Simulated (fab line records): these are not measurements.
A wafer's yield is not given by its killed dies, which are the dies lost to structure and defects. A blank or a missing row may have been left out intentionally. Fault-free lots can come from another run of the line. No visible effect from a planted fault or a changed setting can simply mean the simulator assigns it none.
Matching of chambers + flow nand_harc + NHARC_A_STAIRCASE_DESCUM_11 on rie_diel-04 has 4 sister chambers
The step chemistry O2, time 3 s. 16 wafers are shown with their chamber, then 8 later ones without.

== EACH WAFER AND ITS CHAMBER ==
| wafer  | chamber | showerhead_plenum_p_Torr (Torr) | drypump_motor_current_A (A) | oes_product_au (a.u.) |
|--------|---------|---------------------------------|-----------------------------|-----------------------|
| L074.2 | 0       | 1.99                            | 5.8                         | 1.003                 |
| L074.4 | 2       | 2.00                            | 5.6                         | 1.018                 |
| L074.6 | 2       | 2.00                            | 5.6                         | 1.018                 |
| L078.2 | 3       | 1.90                            | 6.1                         | 1.010                 |
| L078.4 | 2       | 2.00                            | 5.6                         | 1.023                 |
| L078.5 | 1       | 2.01                            | 5.2                         | 0.999                 |
| L079.4 | 1       | 2.00                            | 5.1                         | 0.994                 |
| L079.5 | 3       | 1.90                            | 6.1                         | 1.007                 |
| L079.6 | 0       | 1.99                            | 5.8                         | 0.996                 |
| L080.4 | 1       | 2.00                            | 5.2                         | 0.992                 |
| L080.5 | 3       | 1.90                            | 6.1                         | 1.013                 |
| L080.6 | 2       | 2.00                            | 5.6                         | 1.010                 |
| L081.1 | 2       | 2.00                            | 5.6                         | 1.009                 |
| L081.3 | 0       | 1.98                            | 5.8                         | 0.988                 |
| L081.6 | 3       | 1.90                            | 6.0                         | 1.009                 |
| L084.1 | 3       | 1.90                            | 6.0                         | 1.014                 |

SIGNATURES (means of the wafers above)
| reading                  | chamber 0 | chamber 1 | chamber 2 | chamber 3 | scatter within a chamber |
|--------------------------|-----------|-----------|-----------|-----------|--------------------------|
| showerhead_plenum_p_Torr | 1.9867    | 2.0033    | 2.0000    | 1.9000    | 0.00333                  |
| drypump_motor_current_A  | 5.800     | 5.167     | 5.600     | 6.060     | 0.0394                   |
| oes_product_au           | 0.99567   | 0.99500   | 1.01560   | 1.01060   | 0.00511                  |
Rule: distance of a wafer from a chamber = root of the sum over the readings of ((wafer's reading minus chamber's mean) / reading's scatter) squared. The wafer belongs to the nearest chamber; if the next one is less than 2 further off, it can't be placed. How the scatter is found: for the shown wafers, subtract from each reading the mean of its chamber, square and add these, divide the total by (wafers less chambers), then take the root.

== WAFERS WITH NO CHAMBER GIVEN ==
| wafer  | showerhead_plenum_p_Torr (Torr) | drypump_motor_current_A (A) | oes_product_au (a.u.) |
|--------|---------------------------------|-----------------------------|-----------------------|
| L084.2 | 1.98                            | 5.7                         | 0.999                 |
| L084.3 | 2.00                            | 5.6                         | 1.005                 |
| L093.2 | 1.98                            | 5.7                         | 0.995                 |
| L093.3 | 1.89                            | 6.0                         | 1.003                 |
| L093.6 | 1.98                            | 5.8                         | 1.016                 |
| L096.2 | 1.99                            | 5.6                         | 1.015                 |
| L096.4 | 1.89                            | 6.0                         | 0.992                 |
| L096.5 | 1.99                            | 5.2                         | 1.005                 |

== EACH ONE'S CHAMBER ==
| wafer  | from the rows above | in truth |
|--------|---------------------|----------|
| L084.2 | 0                   | 0        |
| L084.3 | 2                   | 2        |
| L093.2 | 0                   | 0        |
| L093.3 | 3                   | 3        |
| L093.6 | 0                   | 0        |
| L096.2 | 2                   | 2        |
| L096.4 | 3                   | 3        |
| L096.5 | 1                   | 1        |
Correct placement for 8 of the 8. From these rows, 0 cannot be placed. Placed wrongly: 0.
